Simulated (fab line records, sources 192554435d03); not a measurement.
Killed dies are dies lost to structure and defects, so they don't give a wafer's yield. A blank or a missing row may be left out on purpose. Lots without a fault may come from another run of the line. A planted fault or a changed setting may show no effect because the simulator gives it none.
Split-lot experiment | flow n5_finfet | 7 lots, 39 wafers read, on a route of 1938 steps

THE SPLIT
At N5_DUMMY_GATE_EXPOSE_12 (exposes mask GATE, target cd 25 nm), the setting dose_mj was moved away from the recipe's 34 on 12 of the 39 wafers read, by -2.0% to +7.7%. The other wafers ran this setting at the recipe's value.

FROM THE SPLIT TO THE READING: what the file shows between them, 2 steps
- N5_DUMMY_GATE_PEB_13: peb time 60 s
- N5_DUMMY_GATE_DEVELOP_14: develop time 30 s

THE READING
cd_nm, in nm, at N5_DUMMY_GATE_CD_MEAS_15 (target cd 25.8 nm). Fault-free wafers of this fab line usually give 24.99 nm, standard deviation 0.28 nm.

wafer  | tool, chamber at the split | dose_mj as run | against the recipe | cd_nm, nm | against lot-mates on the recipe
L076.1 | euv_scanner-01, 0          | 34             | recipe             | 25.16     | -
L076.2 | euv_scanner-01, 0          | 34             | recipe             | 25.21     | -
L076.3 | euv_scanner-01, 0          | 34             | recipe             | 25.09     | -
L076.4 | euv_scanner-01, 0          | 34             | recipe             | 24.99     | -
L076.5 | euv_scanner-01, 0          | 34             | recipe             | 24.95     | -
L076.6 | euv_scanner-01, 0          | 34             | recipe             | 24.90     | -
L081.1 | euv_scanner-01, 0          | 34.7           | +2.1%              | 24.76     | -0.52
L081.2 | euv_scanner-01, 0          | 34             | recipe             | 25.69     | -
L081.3 | euv_scanner-01, 0          | 34.7           | +2.1%              | 24.74     | -0.54
L081.4 | euv_scanner-01, 0          | 34             | recipe             | 25.23     | -
L081.5 | euv_scanner-01, 0          | 34             | recipe             | 24.92     | -
L081.6 | euv_scanner-01, 0          | 34.7           | +2.1%              | 24.47     | -0.81
L082.1 | euv_scanner-01, 0          | 34             | recipe             | 25.15     | -
L082.2 | euv_scanner-01, 0          | 34             | recipe             | 24.85     | -
L082.3 | euv_scanner-01, 0          | 35.91          | +5.6%              | 24.21     | -0.83
L082.4 | euv_scanner-01, 0          | 34             | recipe             | 25.12     | -
L082.5 | euv_scanner-01, 0          | 35.91          | +5.6%              | 24.28     | -0.76
L082.6 | euv_scanner-01, 0          | 35.91          | +5.6%              | 24.17     | -0.87
L087.1 | euv_scanner-02, 0          | 36.62          | +7.7%              | 23.81     | -1.50
L087.2 | euv_scanner-02, 0          | 34             | recipe             | 25.06     | -
L087.3 | euv_scanner-02, 0          | 34             | recipe             | 25.40     | -
L087.4 | euv_scanner-02, 0          | 36.62          | +7.7%              | 23.98     | -1.33
L087.5 | euv_scanner-02, 0          | 34             | recipe             | 25.47     | -
L087.6 | euv_scanner-02, 0          | 36.62          | +7.7%              | 23.83     | -1.48
L091.1 | euv_scanner-01, 0          | 34             | recipe             | 24.86     | -
L091.2 | euv_scanner-01, 0          | 34             | recipe             | 25.10     | -
L091.3 | euv_scanner-01, 0          | 34             | recipe             | 25.24     | -
L091.4 | euv_scanner-01, 0          | 34             | recipe             | 25.24     | -
L091.5 | euv_scanner-01, 0          | 34             | recipe             | 25.47     | -
L091.6 | euv_scanner-01, 0          | 34             | recipe             | 24.86     | -
L094.1 | euv_scanner-02, 0          | 34             | recipe             | 25.10     | -
L094.3 | euv_scanner-02, 0          | 34             | recipe             | 24.63     | -
L094.5 | euv_scanner-02, 0          | 34             | recipe             | 24.64     | -
L095.1 | euv_scanner-02, 0          | 33.31          | -2.0%              | 25.05     | +0.38
L095.2 | euv_scanner-02, 0          | 33.31          | -2.0%              | 25.08     | +0.41
L095.3 | euv_scanner-02, 0          | 34             | recipe             | 24.55     | -
L095.4 | euv_scanner-02, 0          | 34             | recipe             | 24.91     | -
L095.5 | euv_scanner-02, 0          | 34             | recipe             | 24.56     | -
L095.6 | euv_scanner-02, 0          | 33.31          | -2.0%              | 25.20     | +0.53

THE FIT
A straight line over all 39 wafers: cd_nm changes by -0.143 nm for each +1% of dose_mj; r = -0.83; the points scatter about the line by 0.25 nm.
The same after taking each lot's own level away (the mean of its wafers on the recipe; 39 wafers): -0.179 nm for each +1%; r = -0.92; scatter 0.2 nm.
On that fit, the largest move of dose_mj shifts the reading by 1.4 nm.
The lots' own levels span 24.673 to 25.310 nm, that is 2.3 times the standard deviation above.
So the lot-to-lot level changes the slope: the two fits differ.
Check: with one of the wafers moved furthest among these (+7.7%) left out of the fit, the line predicts -1.36 nm for it against its lot-mates. It came out at -1.5 nm against them.

THE FILE'S OWN FIT
cd_nm changes by -0.18 nm for each +1% of dose_mj, r = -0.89.
